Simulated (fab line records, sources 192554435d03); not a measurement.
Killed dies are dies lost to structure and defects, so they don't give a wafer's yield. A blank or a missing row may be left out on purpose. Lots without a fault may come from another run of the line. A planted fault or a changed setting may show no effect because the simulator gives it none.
A struck lot beside a sound one | flow n5_finfet | 14 steps out of a route of 1938
Sound: wafers L592.3, L592.4, L592.6. Struck: wafer L585.3. (L585.4 of the same lot was not struck and is left out.) The cause comes at the end.
At each step with rows: each side's tool, then ch and its chambers, then its first start. Under that, the readings that differ: sound wafers | struck wafers | difference of the means | sigmas: that difference in standard deviations of wafers without a fault.
alike: readings whose means differ by less than 2 such deviations, and words and numbers that are the same on both sides. not compared: withheld readings, readings that some wafer has no value for, bounds like >300 that may hide the same value, and numbers for which the record gives no deviation and whose values overlap.
The two part at a step that has a row with sigmas, a row that says differs or no value, or rows on one side only. Numbers that don't overlap but have no deviation are shown without sigmas and don't part them. A reading that every wafer of one side lacks parts them only if that side has two wafers or more.

N5_BEOL_M11_STRIP_77: strips in N2/H2, time 10 s.
  sound on rie_diel-03 ch 2,3; struck on rie_diel-03 ch 1
  reading                         | sound          | struck | difference | sigmas
  showerhead_plenum_p_Torr (Torr) | 2.55 2.60 2.55 | 2.37   | -0.20      | -2
  alike: drypump_motor_current_A, oes_product_au, rf_vpp_V, throttle_valve_pct
  not compared: rf_hours_counter_h
N5_BEOL_M11_OCD_MEAS_38:
  sound on ocd-01, day 16 08:29; struck on ocd-02, day 14 08:39
  alike: trench_depth_nm
then, 4 steps without rows for these wafers: N5_BEOL_M11_HM_STRIP_39 (strips TiN in peroxide tin strip, target depth 25 nm, time 158 s); N5_BEOL_M11_SRD_40 (time 30 s); N5_BEOL_M11_PRECLEAN_42 (cleans in residue remover, time 60 s); N5_BEOL_M11_SRD_43 (time 30 s).
N5_BEOL_M11_CD_MEAS_35: target cd 70 nm.
  sound on cd_sem-03, day 16 08:38; struck on cd_sem-01, day 14 08:54
  alike: cd_nm
N5_BEOL_M11_CURE_72: cures SiCOH lowk, time 120 s.
  sound on uv_cure-02 ch 0, day 16 08:46; struck on uv_cure-01 ch 2, day 14 09:02
  reading          | sound             | struck | difference | sigmas
  wafer_temp_C_max | 371.1 370.8 370.9 | 372.3  | +1.4       | +2
  alike: lamp_power_pct
N5_BEOL_M11_DEGAS_44: time 60 s.
  sound on pvd_sputter-03, day 16 09:04; struck on pvd_sputter-02, day 14 09:18
  reading            | sound       | struck | difference | sigmas
  heater_power_w (W) | 292 309 283 | 347    | +52        | +2
N5_BEOL_M11_PRE_CLEAN_45: time 30 s.
  sound on pvd_sputter-03, day 16 09:07; struck on pvd_sputter-02, day 14 09:20
  reading            | sound       | struck | difference | sigmas
  heater_power_w (W) | 289 312 292 | 347    | +49        | +2
N5_BEOL_M11_ALD_74: deposits TaN, target thk 2 nm, pulse time 2 s, purge time 3 s.
  sound on ald_metal-02 ch 0,1,2, day 16 09:11; struck on ald_metal-02 ch 0, day 14 09:25
  alike: heater_power_w, precursor_vessel_temp_c
then, 1 step without rows for these wafers: N5_BEOL_M11_SURFACE_TREAT_76.
N5_BEOL_M11_CVD_75: deposits Co from CCTBA/H2, target thk 2 nm, time 138.9 s.
  sound on cvd_co-01 ch 0,1, day 16 09:41; struck on cvd_co-02 ch 0, day 14 09:52
  reading          | sound             | struck | difference | sigmas
  run_length_s (s) | 161.2 161.9 160.8 | 158.3  | -3.0       | -6
then, 1 step without rows for these wafers: N5_BEOL_M11_SPUTTER_48 (material Cu, target thk 12 nm, time 2 s).

WHERE THEY PART
First at N5_BEOL_M11_STRIP_77; last, within this record, at N5_BEOL_M11_CVD_75.

WHY: what the simulator had put in
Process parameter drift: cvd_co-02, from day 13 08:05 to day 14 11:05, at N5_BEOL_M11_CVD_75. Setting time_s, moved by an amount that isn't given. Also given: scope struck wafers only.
